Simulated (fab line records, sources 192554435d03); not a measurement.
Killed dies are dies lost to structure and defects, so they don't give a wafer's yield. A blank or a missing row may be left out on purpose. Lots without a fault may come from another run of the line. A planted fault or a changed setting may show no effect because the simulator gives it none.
One fault seen from 2 desks | flow n5_finfet | each desk has only its own numbers; what lay behind them comes last

THE TOOL OWNER'S DESK: rie_diel-06
The tool's own readings at N5_GATE_CUT_ETCH_37 (etches SOC in N2/H2, target depth 60 nm, overetch 12 nm, time 90 s): means of the sampled wafers that have a number, for each lot that ran on this tool. A lot is out of limits, marked OUT, if its mean lies more than 4 standard deviations from the usual mean; the brackets give that distance.
Columns: A = bias_w at N5_GATE_CUT_ETCH_37, usual 150.0 W; B = drypump_motor_current_A at N5_GATE_CUT_ETCH_37, usual 5.62 A; C = oes_product_au at N5_GATE_CUT_ETCH_37, usual 0.69 a.u.; D = rf_vpp_V at N5_GATE_CUT_ETCH_37, usual 524.7 V; E = showerhead_plenum_p_Torr at N5_GATE_CUT_ETCH_37, usual 2.58 Torr; F = throttle_valve_pct at N5_GATE_CUT_ETCH_37, usual 17.90 %
lot  | first seen here | A               | B    | C    | D                | E    | F
L200 | day 6 17:37     | 150.3           | 5.55 | 0.69 | 524.6            | 2.56 | 17.93
L203 | day 7 13:00     | 150.1           | 5.50 | 0.72 | 523.8            | 2.54 | 17.94
L208 | day 8 16:28     | 155.3 (+12) OUT | 5.65 | 0.65 | 536.3 (+6.8) OUT | 2.57 | 17.95
L212 | day 9 18:55     | 155.7 (+13) OUT | 5.57 | 0.71 | 537.0 (+7.2) OUT | 2.59 | 17.75
This desk's finding: out of limits on L208, L212; first on L208, day 8 16:28 (bias_w at N5_GATE_CUT_ETCH_37). In limits: L200, L203.

THE METROLOGY DESK
What the gauges read, lot by lot, whatever tool the lot ran on: means of the sampled wafers that have a number. A lot is out of limits, marked OUT, if its mean lies more than 4 standard deviations from the usual mean; the brackets give that distance. Of its 10 readings 7 are shown: those that lie furthest out on some lot.
Columns: A = DIBL_P at N5_BEOL_M4_RC_MEAS_101, usual 35.9 mV/V; B = IOFF_P at N5_BEOL_M4_RC_MEAS_101, usual 0.21 nA/um; C = ION_N at N5_BEOL_M4_RC_MEAS_101, usual 672 uA/um; D = SS_N at N5_BEOL_M4_RC_MEAS_101, usual 71.5 mV/dec; E = SS_P at N5_BEOL_M4_RC_MEAS_101, usual 73.2 mV/dec; F = VT_N at N5_BEOL_M4_RC_MEAS_101, usual 250 mV; G = VT_P at N5_BEOL_M4_RC_MEAS_101, usual -250 mV
lot  | first seen here | A    | B    | C   | D    | E    | F   | G
L192 | day 7 22:11     | 37.3 | 0.20 | 675 | 72.9 | 73.2 | 251 | -250
L198 | day 9 17:10     | 36.0 | 0.17 | 665 | 71.6 | 73.6 | 254 | -256
L197 | day 10 03:01    | 38.5 | 0.20 | 677 | 71.0 | 73.7 | 252 | -253
L200 | day 10 14:59    | 36.3 | 0.22 | 681 | 71.1 | 73.4 | 248 | -248
L203 | day 10 20:46    | 36.4 | 0.20 | 672 | 71.5 | 74.2 | 250 | -250
L208 | day 12 20:54    | 36.8 | 0.22 | 688 | 71.3 | 73.5 | 246 | -250
L212 | day 13 12:31    | 34.5 | 0.20 | 660 | 71.5 | 72.9 | 253 | -251
L213 | day 13 15:20    | 35.5 | 0.22 | 682 | 71.5 | 72.8 | 249 | -248
L214 | day 14 09:00    | 35.3 | 0.20 | 670 | 71.6 | 73.1 | 254 | -252
This desk's finding: nothing out of limits on any of the 9 lots.

PUT TOGETHER
The tool owner's desk could have raised an alarm at day 8 16:28, on L208, L212.
The metrology desk saw nothing out of limits.
The metrology desk has L208, L212 on record, within its limits.
Of the lots named, all ran N5_GATE_CUT_ETCH_37 on rie_diel-06.

WHAT THE SIMULATOR HAD PUT IN
Process parameter drift: rie_diel-06, from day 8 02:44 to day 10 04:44, at N5_GATE_CUT_ETCH_37. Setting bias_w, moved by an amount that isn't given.
Lots struck among those shown: L208, L212.
Hours from the fault's start to each desk's first reading out of limits: the tool owner's desk, 14.
